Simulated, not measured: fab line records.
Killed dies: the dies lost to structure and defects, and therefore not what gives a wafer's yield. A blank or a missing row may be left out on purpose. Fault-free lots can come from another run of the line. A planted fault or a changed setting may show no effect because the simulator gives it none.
fab line records | flow n5_finfet
[record] lots = 6 wafers = 16 last_day = 17
route steps=1938 shown BEOL_M11@1566
lots with no fault: from the same line, run without faults
start_h: the number of hours between the record's first day and the start of the first shown wafer of the lot | wait_h: hours since the lot's step before | " unchanged from the row above | L1.1+2: a row that stands for several wafers | - no value, or no start given | * or withheld: withheld | < > ~ a bound
route shown NAME@n: names a module that has steps shown in the file, with the first one's number in the route | usual: average and standard deviation across the fault-free wafers | same: alike in all rows | chamber/n: place in a boat | sites: each site's reading | _std_site: standard deviation of those values | _edge_site: inner sites' mean taken away from outer sites' mean | radius_mm: for every site, how far away it sits from the centre of the wafer | mask NAME#n: copy n | behind: tool/chamber where the wafer was last shaped | hold: reason for holding the lot/hours on hold/outcome of the hold | device: whichever transistor did not switch (one of n, p or np) | end of line: the same wafers' tests at the end of the route | where a step has no rows: the recipe by itself | killed: dies that structure and defects cost at the first sort, which is not the same as the wafer's yield | map: per-die view of a wafer (x killed, . not killed, _ where there is no die)
set.NAME: the setting that was run; set.NAME@STEP: the one run at that earlier step | model.NAME: the simulator's own value behind a step, which no gauge read
lots seen at some steps along the route; tables by step, rows by wafer
services: when a tool's chamber went out of use (start_h, in hours from the record's first day, below 0 if earlier), for how many hours, and the reason
[[steps]]
[step N5_BEOL_M11_PEB_26]
[recipe] peb_temp_c = withheld peb_time_s = 60 resist = CAR-ArF
[step N5_BEOL_M11_DEVELOP_27]
[recipe] develop_time_s = 30 developer = TMAH resist = CAR-ArF rinse_liquid = diw dry = air_spin dev_temp_c = 23
[step N5_BEOL_M11_CD_MEAS_28]
[recipe] target_cd_nm = 70 landing_energy_ev = 500 detector = se_inlens polarity = opening
[usual] cd_nm = 70.3/0.93
// columns lot.wafer tool chamber start_h wait_h cd_nm
L248.1 cd_sem-02 0 227.20 - 70.8
L248.5 " 0 " " 68.6
L248.6 " 0 " " 71.0
L249.2 cd_sem-01 0 235.91 - 71.6
L249.5 " 0 " " 71.2
L249.6 " 0 " " 71.4
L260.1 cd_sem-03 0 306.57 - 70.3
L260.5 " 0 " " 70.3
L262.1 cd_sem-01 0 314.35 - 70.6
L262.3 " 0 " " 71.9
L266.1 cd_sem-02 0 338.96 - 72.4
L266.3 " 0 " " 70.4
L266.5 " 0 " " 70.1
L268.2 cd_sem-01 0 359.54 - 69.3
L268.3 " 0 " " 69.0
L268.6 " 0 " " 69.7
[step N5_BEOL_M11_OVL_MEAS_29]
[recipe] points_per_wafer = 44
[usual] V10_OVL = 0.2/0.61
// columns lot.wafer tool chamber start_h wait_h V10_OVL[nm]
L248.1 overlay-01 0 227.23 0.0 0.6
L248.5 " 0 " " -0.4
L248.6 " 0 " " -0.4
L249.2 overlay-01 0 235.94 0.0 0.3
L249.5 " 0 " " -0.3
L249.6 " 0 " " 0.4
L260.1 overlay-01 0 306.61 0.0 0.3
L260.5 " 0 " " 0.0
L262.1 overlay-02 0 314.38 0.0 0.6
L262.3 " 0 " " 0.2
L266.1 overlay-02 0 338.99 0.0 -0.8
L266.3 " 0 " " -0.2
L266.5 " 0 " " 0.2
L268.2 overlay-02 0 359.57 0.0 0.4
L268.3 " 0 " " 0.9
L268.6 " 0 " " 0.4
[step N5_BEOL_M11_INSPECT_30]
[recipe] mode = adi inspect_instrument = brightfield
[usual] raw_defect_count = 405/99
// columns lot.wafer tool chamber start_h wait_h raw_defect_count
L248.1 defect_inspect-02 - 227.25 0.0 404
L248.5 " - " " 414
L248.6 " - " " 356
L249.2 defect_inspect-02 - 235.96 0.0 461
L249.5 " - " " 387
L249.6 " - " " 446
L260.1 defect_inspect-02 - 306.63 0.0 352
L260.5 " - " " 453
L262.1 defect_inspect-02 - 314.40 0.0 392
L262.3 " - " " 296
L266.1 defect_inspect-01 - 339.02 0.0 389
L266.3 " - " " 414
L266.5 " - " " 284
L268.2 defect_inspect-02 - 359.60 0.0 396
L268.3 " - " " 292
L268.6 " - " " 359
[step N5_BEOL_M11_DESCUM_33]
[recipe] chemistry = O2 time_s = 7.9 source_power_w = 50 bias_power_w = 20 pressure_mtorr = 20 rf_frequency_hz = 2.712e+07 temp_c = 40 resist = CAR-ArF o2_flow_sccm = 225
[step N5_BEOL_M11_ETCH_65]
[recipe] chemistry = CF4 target = SiARC target_depth_a = 390 mask_material = CAR-ArF time_s = 65 ion_energy_ev = 80 pressure_mtorr = 40 source_w = 545 bias_w = 36 Ar_flow_sccm = 100 cf4_flow_sccm = 100 ends = cleared
[step N5_BEOL_M11_ETCH_66]
[recipe] chemistry = N2/H2 target = SOC target_depth_a = 1200 overetch_a = 240 mask_material = SiARC temp_c = 40 time_s = 180 ion_energy_ev = 200 pressure_mtorr = 30 source_w = 840 bias_w = 150 n2_flow_sccm = 200 h2_flow_sccm = 200
[step N5_BEOL_M11_STRIP_69]
[recipe] chemistry = N2/H2 temp_c = 40 n2_flow_sccm = 200 h2_flow_sccm = 200 rf_frequency_hz = 6e+07
[step N5_BEOL_M11_VIA_ETCH_34]
[recipe] chemistry = C4F6/O2 target = SiCOH_lowk target_depth_a = 1845 mask_material = SOC taper_deg = 4 time_s = 69.2 ion_energy_ev = 250 pressure_mtorr = 30 source_w = 345 bias_w = 185 Ar_flow_sccm = 300 C4F6_flow_sccm = 10 O2_flow_sccm = 10
[usual] drypump_motor_current_A = 5.6/0.51 oes_f_703_au = 0.84/0.098 oes_product_au = 0.83/0.1 rf_vpp_V = 656/12 run_length_s = 92.7/0.53 showerhead_plenum_p_Torr = 2.84/0.1 throttle_valve_pct = 20.71/0.27
// columns lot.wafer tool chamber start_h wait_h drypump_motor_current_A oes_f_703_au oes_product_au rf_hours_counter_h rf_vpp_V run_length_s showerhead_plenum_p_Torr throttle_valve_pct
L248.1 rie_diel-04 1 227.70 0.0 5.0 0.72 0.71 181 643 92.2 2.73 20.94
L248.5 " 2 " " 6.3 0.74 0.70 - 641 92.6 2.79 21.11
L248.6 " 3 " " 6.1 0.78 0.77 - 646 93.2 2.72 20.83
L249.2 rie_diel-03 2 236.20 0.0 6.6 0.75 0.75 175 669 93.4 2.93 20.77
L249.5 " 0 " " 5.6 0.98 0.98 - 648 92.7 2.79 20.70
L249.6 " 1 " " 4.9 0.83 0.84 - 671 92.2 2.98 21.07
L260.1 rie_diel-03 0 306.97 0.0 5.6 0.93 0.92 24 646 92.0 2.78 20.72
L260.5 " 1 " " 4.9 0.81 0.83 - 669 92.4 2.97 21.10
L262.1 rie_diel-03 2 314.64 0.0 6.6 0.74 0.73 194 669 92.9 2.92 20.79
L262.3 " 1 " " 4.9 0.81 0.82 84 670 92.5 2.97 21.10
L266.1 rie_diel-05 2 339.26 0.0 5.7 0.93 0.93 20 664 92.4 2.90 20.32
L266.3 " 0 " " 5.5 0.82 0.82 96 665 93.6 2.87 20.43
L266.5 " 2 " " 5.7 0.94 0.93 - 664 92.5 2.90 20.32
L268.2 rie_diel-05 2 359.87 0.0 5.7 0.92 0.91 26 662 92.5 2.90 20.32
L268.3 " 3 " " 5.0 0.90 0.87 48 645 92.9 2.77 20.25
L268.6 " 0 " " 5.5 0.81 0.81 - 664 93.2 2.87 20.43
[step N5_BEOL_M11_STRIP_73]
[recipe] chemistry = C4F6/O2 resist = SiARC rf_frequency_hz = 6e+07
[step N5_BEOL_M11_STRIP_36]
[recipe] chemistry = N2/H2 power_w = 450 temp_c = 40 pressure_mtorr = 20 rf_frequency_hz = 6e+07 overash_fraction = 0.3 bias_power_w = 7 h2_frac = 0.5 n2_flow_sccm = 200 h2_flow_sccm = 200
[step N5_BEOL_M11_TRENCH_ETCH_37]
[recipe] chemistry = C4F6/O2 target_depth_a = 1488.3 target = SiCOH_lowk time_s = 48 ion_energy_ev = 250 pressure_mtorr = 30 source_w = 345 bias_w = 185 Ar_flow_sccm = 300 C4F6_flow_sccm = 10 O2_flow_sccm = 10
[usual] drypump_motor_current_A = 5.6/0.51 oes_f_703_au = 0.84/0.098 oes_product_au = 0.83/0.1 rf_vpp_V = 656/12 run_length_s = 71.5/0.53 showerhead_plenum_p_Torr = 2.84/0.1 throttle_valve_pct = 20.73/0.27
// columns lot.wafer tool chamber start_h wait_h drypump_motor_current_A oes_f_703_au oes_product_au rf_hours_counter_h rf_vpp_V run_length_s showerhead_plenum_p_Torr throttle_valve_pct model.BEOL_M11.feature_depth_nm model.etch.depth_nm
L248.1 rie_diel-04 1 227.81 - 5.0 0.72 0.71 181 642 71.0 2.73 20.95 145.2 145.3
L248.5 " 2 " " 6.3 0.74 0.70 - 640 71.3 2.79 21.11 149 149
L248.6 " 3 " " 6.0 0.77 0.75 - 645 72.0 2.72 20.86 148.2 148.2
L249.2 rie_diel-03 2 236.30 - 6.6 0.75 0.75 175 670 71.8 2.93 20.78 149 148.9
L249.5 " 0 " " 5.6 0.99 0.97 - 647 70.9 2.79 20.73 152 152.1
L249.6 " 1 " " 4.9 0.84 0.84 - 670 71.0 2.98 21.09 149.2 149.2
L260.1 rie_diel-03 0 307.08 - 5.7 0.93 0.90 24 647 73.3 2.78 20.77 158.8 158.9
L260.5 " 1 " " 4.9 0.82 0.82 - 670 70.6 2.97 21.11 148.2 148.2
L262.1 rie_diel-03 2 314.74 - 6.6 0.73 0.74 194 669 74.1 2.92 20.81 155.6 155.7
L262.3 " 1 " " 4.9 0.81 0.82 84 671 70.7 2.97 21.11 151.2 151.3
L266.1 rie_diel-05 2 339.36 - 5.7 0.94 0.93 20 664 71.1 2.90 20.35 149 149.1
L266.3 " 0 " " 5.5 0.81 0.81 96 663 71.9 2.87 20.45 146.4 146.4
L266.5 " 2 " " 5.7 0.93 0.92 - 663 71.0 2.90 20.35 148.2 148.3
L268.2 rie_diel-05 2 359.97 - 5.7 0.91 0.91 26 664 71.5 2.90 20.35 148.6 148.5
L268.3 " 3 " " 5.0 0.90 0.88 48 644 71.9 2.77 20.28 149.6 149.7
L268.6 " 0 " " 5.5 0.81 0.81 - 664 72.2 2.87 20.47 147.8 147.8
[step N5_BEOL_M11_ETCH_41]
[recipe] chemistry = CH3F/O2 target = SiCN target_depth_a = 426 taper_deg = 2 time_s = 86 ion_energy_ev = 120 mask_material = TiN pressure_mtorr = 30 source_w = 395 bias_w = 75 Ar_flow_sccm = 150 CH3F_flow_sccm = 30 O2_flow_sccm = 20
[step N5_BEOL_M11_STRIP_77]
[recipe] chemistry = N2/H2 time_s = 10 power_w = 450 temp_c = 40 pressure_mtorr = 20 rf_frequency_hz = 6e+07 bias_power_w = 7 n2_flow_sccm = 200 h2_flow_sccm = 200
[step N5_BEOL_M11_OCD_MEAS_38]
[usual] trench_depth_nm = 149/3.2
// columns lot.wafer tool chamber start_h wait_h trench_depth_nm
L248.1 ocd-02 - 227.99 - 145
L248.5 " - " " 149
L248.6 " - " " 148
L249.2 ocd-01 - 236.50 - 149
L249.5 " - " " 152
L249.6 " - " " 149
L260.1 ocd-02 - 307.26 - 159
L260.5 " - " " 148
L262.1 ocd-02 - 314.93 - 156
L262.3 " - " " 151
L266.1 ocd-02 - 339.55 - 149
L266.3 " - " " 147
L266.5 " - " " 148
L268.2 ocd-02 - 360.16 - 148
L268.3 " - " " 150
L268.6 " - " " 148
[step N5_BEOL_M11_HM_STRIP_39]
[recipe] chemistry = peroxide_tin_strip material = TiN target_depth_a = 250 temp_c = 50 time_s = 158
[step N5_BEOL_M11_SRD_40]
[recipe] time_s = 30 temp_c = 23 rinse_liquid = diw dry = ipa_marangoni
[step N5_BEOL_M11_PRECLEAN_42]
[recipe] chemistry = residue_remover time_s = 60 temp_c = 40
[step N5_BEOL_M11_SRD_43]
[recipe] time_s = 30 temp_c = 23 rinse_liquid = diw dry = ipa_marangoni
[step N5_BEOL_M11_CD_MEAS_35]
[recipe] target_cd_nm = 70 polarity = opening
[usual] cd_nm = 70.0/0.61
// columns lot.wafer tool chamber start_h wait_h cd_nm
L248.1 cd_sem-02 - 228.14 0.0 70.1
L248.5 " - " " 70.2
L248.6 " - " " 70.5
L249.2 cd_sem-01 - 236.66 0.0 70.2
L249.5 " - " " 69.5
L249.6 " - " " 70.4
L260.1 cd_sem-01 - 307.42 0.0 70.6
L260.5 " - " " 70.5
L262.1 cd_sem-03 - 315.08 0.0 69.6
L262.3 " - " " 70.0
L266.1 cd_sem-03 - 339.71 0.0 69.8
L266.3 " - " " 70.1
L266.5 " - " " 70.1
L268.2 cd_sem-01 - 360.31 0.0 69.0
L268.3 " - " " 69.9
L268.6 " - " " 69.3
[step N5_BEOL_M11_CURE_72]
[recipe] temp_c = 370 time_s = 120 ambient = DMADMS/He material = SiCOH_lowk
[usual] lamp_power_pct = 52.31/0.059 wafer_temp_C_max = 371.5/0.58
// columns lot.wafer tool chamber start_h wait_h lamp_power_pct wafer_temp_C_max
L248.1 uv_cure-01 2 228.27 0.1 52.32 372.2
L248.5 " 2 " " 52.38 373.7
L248.6 " 2 " " 52.29 371.5
L249.2 uv_cure-01 2 236.76 0.1 52.27 371.7
L249.5 " 2 " " 52.42 371.7
L249.6 " 2 " " 52.33 372.1
L260.1 uv_cure-01 1 307.50 0.1 52.21 370.8
L260.5 " 1 " " 52.23 371.1
L262.1 uv_cure-02 2 315.12 0.0 52.24 370.9
L262.3 " 2 " " 52.23 370.7
L266.1 uv_cure-02 2 339.75 0.0 52.31 371.4
L266.3 " 2 " " 52.30 371.2
L266.5 " 2 " " 52.29 370.8
L268.2 uv_cure-01 2 360.60 0.3 52.38 372.5
L268.3 " 2 " " 52.23 372.3
L268.6 " 2 " " 52.19 372.2
[step N5_BEOL_M11_DEGAS_44]
[recipe] ambient = vacuum temp_c = 250 time_s = 60
[usual] heater_power_w = 330/28
// columns lot.wafer tool chamber start_h wait_h heater_power_w
L248.1 pvd_sputter-01 - 230.80 2.5 353
L248.5 " - " " 283
L248.6 " - " " 342
L249.2 pvd_sputter-03 - 237.04 0.2 298
L249.5 " - " " 331
L249.6 " - " " 349
L260.1 pvd_sputter-02 - 307.87 0.3 355
L260.5 " - " " 326
L262.1 pvd_sputter-02 - 316.85 1.7 337
L262.3 " - " " 353
L266.1 pvd_sputter-01 - 340.43 0.6 356
L266.3 " - " " 335
L266.5 " - " " 362
L268.2 pvd_sputter-02 - 360.88 0.2 324
L268.3 " - " " 358
L268.6 " - " " 327
[step N5_BEOL_M11_PRE_CLEAN_45]
[recipe] gas = H2/He time_s = 30 temp_c = 250
[usual] heater_power_w = 330/27
// columns lot.wafer tool chamber start_h wait_h heater_power_w
L248.1 pvd_sputter-01 - 230.84 0.0 335
L248.5 " - " " 285
L248.6 " - " " 340
L249.2 pvd_sputter-03 - 237.08 0.0 294
L249.5 " - " " 330
L249.6 " - " " 352
L260.1 pvd_sputter-02 - 307.91 0.0 353
L260.5 " - " " 325
L262.1 pvd_sputter-02 - 316.89 0.0 333
L262.3 " - " " 356
L266.1 pvd_sputter-01 - 340.47 0.0 344
L266.3 " - " " 336
L266.5 " - " " 368
L268.2 pvd_sputter-02 - 360.92 0.0 324
L268.3 " - " " 362
L268.6 " - " " 330
[step N5_BEOL_M11_ALD_74]
[recipe] material = TaN target_thk_a = 20 temp_c = 275 ald_precursor_family = PDMAT ald_co_reactant = NH3 pressure_torr = 3 carrier_flow_sccm = 1500 pulse_time_s = 2 purge_time_s = 3 co_reactant_purge_time_s = 2 co_reactant_pulse_time_s = 3 ald_cycles = 40 precursor_vessel_temp_c = 75 precursor_vessel_pressure_torr = 26.25 precursor_vessel_carrier_sccm = 1000
[step N5_BEOL_M11_SURFACE_TREAT_76]
[recipe] gas = Ar time_s = * ion_energy_ev = * ion_current_ma_cm2 = 0.5 pressure_mtorr = * ar_flow_sccm = 30
[step N5_BEOL_M11_CVD_75]
[recipe] material = Co target_thk_a = 20 temp_c = withheld precursor = CCTBA/H2 pressure_torr = 30 time_s = 138.9
[step N5_BEOL_M11_SPUTTER_48]
[recipe] material = Cu target_thk_a = 120 temp_c = -20 bias_v = 60 power_w = 26000 chamber_pressure_pa = 0.13 time_s = 2
[usual] throttle_valve_pct = 30.1/1.2
// columns lot.wafer tool chamber start_h wait_h throttle_valve_pct
L248.1 pvd_sputter-01 - 231.56 0.1 29.4
L248.5 " - " " 30.4
L248.6 " - " " 27.4
L249.2 pvd_sputter-03 - 237.86 0.2 31.6
L249.5 " - " " 29.2
L249.6 " - " " 31.8
L260.1 pvd_sputter-03 - 308.67 0.1 29.2
L260.5 " - " " 31.0
L262.1 pvd_sputter-01 - 317.48 0.1 29.3
L262.3 " - " " 30.3
L266.1 pvd_sputter-03 - 341.28 0.1 29.0
L266.3 " - " " 32.1
L266.5 " - " " 29.1
L268.2 pvd_sputter-01 - 361.55 0.1 27.5
L268.3 " - " " 30.2
L268.6 " - " " 29.4
[step N5_BEOL_M11_ECD_50]
[recipe] material = Cu target_thk_a = 3180
[step N5_BEOL_M11_ANNEAL_51]
[recipe] temp_c = 225 time_s = 90 ambient = N2
[step N5_BEOL_M11_CMP_52]
[recipe] stop_on = SiCOH_lowk t_overpolish_s = 7 down_force_psi = 1 platen_rpm = 50 clearing_platen_down_force_psi = 1.5 clearing_platen_rpm = 50 post_cmp_clean = cu_alkaline target_thk_nm = 140 clearing_platen_pad_velocity_m_s = 0.99484 pad_velocity_m_s = 0.99484
[usual] barrier_field_endpoint_s = 28.7/0.8 edge_zone_pressure_frac = 0.999/0.0048 motor_current_A = 6.0/0.88 overpolish_run_s = 7.000/0.0089 pad_life_wafers = 706/550 time_to_endpoint_s = 66/3.9
// columns lot.wafer tool chamber start_h wait_h barrier_field_endpoint_s edge_zone_pressure_frac motor_current_A overpolish_run_s pad_life_wafers time_to_endpoint_s model.Cu_of_BEOL_M11_ECD_50.thk_nm
L248.1 cmp-02 3 232.21 0.4 28.2 1.008 5.4 7.010 1527 66 136.4
L248.5 " 0 " " 28.7 0.992 5.6 6.992 - 64 140.4
L248.6 " 1 " " 27.6 0.995 5.5 6.989 - 61 138.6
L249.2 cmp-04 2 238.50 0.3 28.7 1.005 6.0 7.002 1905 65 140.2
L249.5 " 3 " " 28.7 0.998 5.5 6.981 - 65 142.6
L249.6 " 0 " " 28.0 0.996 5.7 6.997 - 61 139.2
L260.1 cmp-02 2 309.51 0.3 28.6 1.001 6.5 6.999 25 69 150.2
L260.5 " 2 " " 29.3 1.003 6.6 7.008 - 67 139
L262.1 cmp-02 2 318.20 0.3 28.2 0.998 6.6 6.995 92 63 146.6
L262.3 " 3 " " 29.0 0.999 5.3 6.997 93 66 143.8
L266.1 cmp-02 3 341.98 0.3 28.8 1.005 5.0 7.005 312 70 139.6
L266.3 " 2 " " 28.7 1.001 6.5 6.992 315 68 137
L266.5 " 0 " " 29.5 1.000 5.8 7.003 - 71 141.2
L268.2 cmp-01 0 362.23 0.2 28.6 0.999 6.6 7.014 1446 66 140.4
L268.3 " 3 " " 27.7 0.998 5.5 6.990 1449 63 140
L268.6 " 1 " " 28.5 1.003 5.8 7.018 - 62 136.6
[step N5_BEOL_M11_THK_MEAS_53]
[recipe] thk_meas_gauge = xrf reads = Cu_of_BEOL_M11_ECD_50
[usual] M11_THK = 136/3.2
// columns lot.wafer tool chamber start_h wait_h M11_THK[nm]
L248.1 film_metro-02 - 232.39 - 133
L248.5 " - " " 136
L248.6 " - " " 134
L249.2 film_metro-01 - 238.69 0.1 137
L249.5 " - " " 138
L249.6 " - " " 135
L260.1 film_metro-02 - 309.77 - 144
L260.5 " - " " 134
L262.1 film_metro-01 - 318.42 - 141
L262.3 " - " " 139
L266.1 film_metro-01 - 342.27 - 136
L266.3 " - " " 133
L266.5 " - " " 137
L268.2 film_metro-01 - 362.53 - 136
L268.3 " - " " 136
L268.6 " - " " 132
[[services]]
// columns tool chamber start_h hours kind
rie_diel-05 1 212.43 - clean
rie_diel-05 1 212.43 - consumable_replace:focus_ring
rie_diel-05 1 212.43 - consumable_replace:showerhead
rie_diel-05 1 212.43 30.8 scheduled_down
rie_diel-05 1 212.43 30.8 vent_cycle
cmp-01 - 230.19 4.0 pm
rie_diel-05 2 243.42 - clean
rie_diel-05 2 243.42 - consumable_replace:focus_ring
rie_diel-05 2 243.42 18.1 scheduled_down
rie_diel-05 2 243.42 18.1 vent_cycle
cmp-04 - 245.69 4.0 pm
cmp-02 - 258.45 4.3 repair
cmp-02 - 267.14 0.2 repair
rie_diel-04 2 287.02 - clean
rie_diel-04 2 287.02 - consumable_replace:focus_ring
cmp-04 - 299.37 0.3 repair
cmp-02 - 300.52 4.0 pm
cmp-02 - 304.52 - consumable_replace:conditioner
cmp-02 - 304.52 - consumable_replace:pad
pvd_sputter-03 - 328.74 2.3 repair
rie_diel-03 1 342.20 1.8 repair
cmp-04 - 345.28 1.9 repair
rie_diel-04 1 359.38 18.2 repair
pvd_sputter-01 - 359.72 0.6 repair
[[key]]
[first_sign] step = N5_BEOL_M11_TRENCH_ETCH_37 reading = run_length_s direction = up sigmas = 4.2 usual = * struck = *
[effect] step = N5_BEOL_M11_OCD_MEAS_38 reading = trench_depth_nm direction = up sigmas = 2.5 usual = 149 struck = 157
[model_effect] step = N5_BEOL_M11_TRENCH_ETCH_37 value = BEOL_M11.feature_depth_nm without = 149.7 struck = 157.2
[model_effect] step = N5_BEOL_M11_CMP_52 value = Cu_of_BEOL_M11_ECD_50.thk_nm without = 140.9 struck = 148.4
met_at N5_BEOL_M11_TRENCH_ETCH_37
struck_wafers L260.1,L262.1
onset_between 236.30 307.08
[fault] kind = process_parameter_drift tool = rie_diel-03 chamber = - onset_h = 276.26 steps = N5_BEOL_M11_TRENCH_ETCH_37 channel = time_s offset = * shape = step end_h = 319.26 scope = struck_wafers_only acts_in = * stated = *
